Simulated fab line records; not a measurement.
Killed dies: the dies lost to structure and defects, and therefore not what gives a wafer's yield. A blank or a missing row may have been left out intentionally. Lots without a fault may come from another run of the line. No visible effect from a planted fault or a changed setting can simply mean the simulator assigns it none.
A lot that was struck, set against a sound lot || flow nand_harc || 15 out of 1302 route steps
Sound: the wafers L338.2, L338.4, L338.6. Struck: wafer L335.2 (L335.5, L335.6, from the same lot, were not struck and are left out); the cause is given at the end.
For every step that has rows: the tool of each side, followed by ch and its chambers, followed by its first start. Under that, the readings that differ: sound wafers || struck wafers || difference of the means || sigmas: that difference in standard deviations of wafers without a fault.
alike: same words and numbers on both sides, and readings whose means sit less than 2 such deviations apart. not compared: any withheld reading, any reading some wafer has no value for, any bound like >300 that may hide the same value, and any number with overlapping values for which the record gives no deviation.
The two part at a step that has a row with sigmas, a row that says differs or no value, or rows on one side only. Non-overlapping numbers with no deviation appear without sigmas and do not part them. A reading missing from all wafers of one side parts the sides only when that side holds two or more wafers.

first, 8 steps without rows for these wafers: NHARC_A_CHANNEL_HOLE_D2_COAT_36 (time 75 s); NHARC_A_CHANNEL_HOLE_D2_COAT_37 (time 65 s); NHARC_A_CHANNEL_HOLE_D2_COAT_04 (resist thk 90 nm); NHARC_A_CHANNEL_HOLE_D2_SOFTBAKE_05 (time 55 s); NHARC_A_CHANNEL_HOLE_D2_EBR_06; NHARC_A_CHANNEL_HOLE_D2_EXPOSE_07 (exposes mask HOLE D2, target cd 100 nm); NHARC_A_CHANNEL_HOLE_D2_PEB_08 (peb time 65 s); NHARC_A_CHANNEL_HOLE_D2_DEVELOP_09 (develop time 35 s).
NHARC_A_CHANNEL_HOLE_D2_CD_MEAS_10: target cd 100 nm.
  sound on cd_sem-03 ch 0, day 21 04:23; struck on cd_sem-03 ch 0, day 19 21:38
  alike: cd_nm
NHARC_A_CHANNEL_HOLE_D2_OVL_MEAS_11:
  sound: overlay-02 at day 21 04:28; struck: overlay-01 at day 19 21:43
{"reading": "overlay_x_nm (nm)", "sound": "-1.2 -1.7 -0.8", "struck": 1.1, "difference": "+2.3", "sigmas": "+3"}
  alike: overlay_y_nm
NHARC_A_CHANNEL_HOLE_D2_INSPECT_12:
  sound: defect_inspect-02 at day 21 04:31; struck: defect_inspect-02 at day 19 21:45
  alike: raw_defect_count
NHARC_A_CHANNEL_HOLE_D2_DESCUM_15: chemistry O2, time 3 s.
  sound on rie_diel-05 ch 0,1,3, day 21 04:35; struck on rie_diel-01 ch 3, day 19 21:50
  alike: drypump_motor_current_A, oes_product_au, rf_vpp_V, showerhead_plenum_p_Torr, throttle_valve_pct
  not compared: rf_hours_counter_h
NHARC_A_CHANNEL_HOLE_D2_ETCH_38: etches the open film in CF4, target depth 39 nm, time 65 s.
  sound on rie_diel-05 ch 2,3, day 21 04:40; struck on rie_diel-01 ch 1, day 19 21:55
{"reading": "oes_product_au (a.u.)", "sound": "1.002 0.998 0.989", "struck": 0.847, "difference": -0.149, "sigmas": -14}
  alike: drypump_motor_current_A, rf_vpp_V, showerhead_plenum_p_Torr, throttle_valve_pct
  not compared: rf_hours_counter_h
NHARC_A_CHANNEL_HOLE_D2_ETCH_39: etches the open film in N2/H2, target depth 260 nm, time 325 s.
  sound on rie_diel-05 ch 0,2,3; struck on rie_diel-01 ch 3
  alike: drypump_motor_current_A, n2_flow_sccm, oes_product_au, rf_vpp_V, showerhead_plenum_p_Torr, throttle_valve_pct
  not compared: rf_hours_counter_h
-- record jumps: 12 days between struck wafers' starts before vs after; left off in module A_CHANNEL_HOLE_D2, resumes in module END, first step shown is number 1302 of the route --
NHARC_END_SORT_01:
  sound on prober-01 ch 0, day 32 08:56; struck on prober-01 ch 0, day 31 15:47
  alike: killed_at_array, killed_at_other, killed_at_periphery, killed_dies, killed_open, killed_short

## WHERE THEY PART
First at NHARC_A_CHANNEL_HOLE_D2_OVL_MEAS_11; last, within this record, at NHARC_A_CHANNEL_HOLE_D2_ETCH_38. Later steps at which nothing parts them and some readings are alike: NHARC_A_CHANNEL_HOLE_D2_ETCH_39, NHARC_END_SORT_01.

WHY: whatever the simulator had introduced
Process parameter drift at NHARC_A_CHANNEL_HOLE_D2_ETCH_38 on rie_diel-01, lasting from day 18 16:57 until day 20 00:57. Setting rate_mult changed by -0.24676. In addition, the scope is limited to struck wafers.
